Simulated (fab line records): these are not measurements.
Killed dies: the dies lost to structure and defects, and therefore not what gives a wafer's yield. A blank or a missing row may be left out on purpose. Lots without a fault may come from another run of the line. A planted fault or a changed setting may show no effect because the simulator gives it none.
What tool caused it? -- flow n5Finfet -- 9 lots, 25 wafers sampled, at 5 steps of a route of 1938

## WHAT EACH GAUGE READ, for each wafer
N5_BEOL_M4_RC_MEAS_101.
lot,measured,on,DIBL_N (mV/V)
L189,day 10 02:20,prober-02,36.7 35.7
L190,day 10 05:20,prober-01,37.9 37.2 36.4
L194,day 12 02:34,prober-01,37.4 38.1
L200,day 14 17:20,prober-01,37.6 37.5 35.9
L202,day 15 02:28,prober-02,36.9 39.5 38.2
L203,day 15 02:38,prober-01,38.0 35.9 35.7
L204,day 14 22:32,prober-01,35.8 35.5 34.8
L205,day 15 08:37,prober-01,36.0 35.2 35.2
L206,day 16 03:17,prober-02,35.3 34.8 34.6

## EACH LOT AND THE TOOL THAT RAN IT (in order: tool; ch and the chambers of the sampled wafers; start)
lot,N5_BEOL_M1_DESCUM_16,N5_BEOL_M1_DESCUM_33,N5_BEOL_M1_ETCH_77,N5_BEOL_M1_TRENCH_ETCH_37
L189,"rieDiel-04 ch 2,3, day 7 11:31","rieDiel-04 ch 1,2, day 7 12:26","rieDiel-04 ch 1,2, day 7 12:29","rieDiel-04 ch 2,3, day 10 02:20 or earlier"
L190,"rieDiel-02 ch 0,1,3, day 7 12:37","rieDiel-04 ch 0,3, day 7 13:37","rieDiel-04 ch 0,3, day 7 13:39","rieDiel-02 ch 0,1,2, day 10 05:20 or earlier"
L194,"rieDiel-04 ch 0,2, day 8 16:49","rieDiel-04 ch 2,3, day 8 17:50","rieDiel-04 ch 2,3, day 8 17:53","rieDiel-01 ch 0,1, day 12 02:34 or earlier"
L200,"rieDiel-04 ch 0,3, day 10 14:31","rieDiel-02 ch 0,1,2, day 10 15:30","rieDiel-02 ch 0,1,2, day 10 15:32","rieDiel-01 ch 1,2,3, day 14 17:20 or earlier"
L202,"rieDiel-02 ch 2,3, day 11 00:02","rieDiel-04 ch 0,2, day 11 01:02","rieDiel-04 ch 0,2, day 11 01:04","rieDiel-02 ch 0,1,2, day 15 02:28 or earlier"
L203,"rieDiel-02 ch 0,1,3, day 11 01:41","rieDiel-01 ch 1,2,3, day 11 02:43","rieDiel-01 ch 1,2,3, day 11 02:45","rieDiel-01 ch 0,3, day 15 02:38 or earlier"
L204,"rieDiel-01 ch 1,2,3, day 11 08:12","rieDiel-01 ch 2,3, day 11 09:05","rieDiel-01 ch 2,3, day 11 09:08","rieDiel-04 ch 0,2,3, day 14 22:32 or earlier"
L205,"rieDiel-04 ch 0,2,3, day 11 08:35","rieDiel-02 ch 0,1,2, day 11 09:28","rieDiel-02 ch 0,1,2, day 11 09:31","rieDiel-02 ch 0,1,3, day 15 08:37 or earlier"
L206,"rieDiel-04 ch 0,1,2, day 11 23:01","rieDiel-04 ch 0,2,3, day 11 23:53","rieDiel-04 ch 0,2,3, day 11 23:55","rieDiel-04 ch 0,3, day 16 03:17 or earlier"
- N5_BEOL_M1_DESCUM_16: chemistry O2, time 7 s.
- N5_BEOL_M1_DESCUM_33: chemistry O2, time 7 s.
- N5_BEOL_M1_ETCH_77: etches underlayer in N2/H2, target depth 6.5 nm, time 5.2 s.
- N5_BEOL_M1_TRENCH_ETCH_37: etches SiOC in C4F6/O2, target depth 55.207 nm, time 29 s.

## THE ANSWER, worked out from the rows above alone
Rule: the lots themselves supply what counts as usual. Put in order of their means at a reading, lots are off if they are a third of the lots or fewer, leave a main group of 4 or more, and stand apart from it by a gap of 3 or more times the standard deviation of the main group's means; of several such gaps the widest counts. Not used: any main group whose means are identical at the precision the tables above print for the reading. Also off: a lot with no number at a reading for which 4 or more lots have one. All remaining lots with rows at the step are treated as sound.
Across all readings shown, no lot is off: no conclusion can be drawn from this.

## WHAT WAS PUT IN BY THE SIMULATOR
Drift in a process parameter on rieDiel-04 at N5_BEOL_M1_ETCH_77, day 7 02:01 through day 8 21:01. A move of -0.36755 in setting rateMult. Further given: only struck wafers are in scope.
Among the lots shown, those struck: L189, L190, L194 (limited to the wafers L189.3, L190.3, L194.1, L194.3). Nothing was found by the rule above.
